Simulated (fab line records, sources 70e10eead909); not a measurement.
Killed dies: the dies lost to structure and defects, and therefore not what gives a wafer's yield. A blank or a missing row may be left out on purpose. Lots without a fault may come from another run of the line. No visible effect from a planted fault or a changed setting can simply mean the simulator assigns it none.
Chamber matching -- flow nand harc -- rie diel-04 running NHARC_A_STAIRCASE_DESCUM_252: 4 sister chambers
The step chemistry O2, time 3 s. 4 wafers are shown with their chamber, then 8 later ones without.

WAFERS PAIRED WITH THEIR CHAMBERS
wafer,chamber,showerhead plenum p Torr (Torr)
L088.1,2,1.82
L088.5,0,1.86
L090.5,3,1.79
L094.1,1,1.89

WAFERS WITHOUT THEIR CHAMBER
wafer,showerhead plenum p Torr (Torr)
L094.2,1.78
L094.3,1.85
L096.2,1.85
L096.4,1.81
L096.5,1.90
L093.1,1.89
L093.2,1.78
L093.3,1.82

THE CHAMBER EACH PASSED THROUGH
wafer,from the rows above,in truth
L094.2,3,3
L094.3,0,0
L096.2,0,0
L096.4,can't be placed: 2 or 3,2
L096.5,1,1
L093.1,1,1
L093.2,3,3
L093.3,2,2
Placed correctly: 7 of 8. These rows do not allow placing 1 (true chamber among the candidates in 1). Placed wrongly: 0.
How it was worked out, from the rows above alone: a wafer's distance from a chamber is the root of the sum, over the readings, of the square of ((its reading less the chamber's mean) divided by the reading's scatter). If the next closest chamber is less than 2 further off than the closest, the wafer can't be placed; otherwise it belongs to the closest. A chamber's mean is the mean of its shown wafers. The scatter (one wafer shown for each chamber): square how far every hidden wafer sits from the nearest shown wafer, average those squares and take the square root.
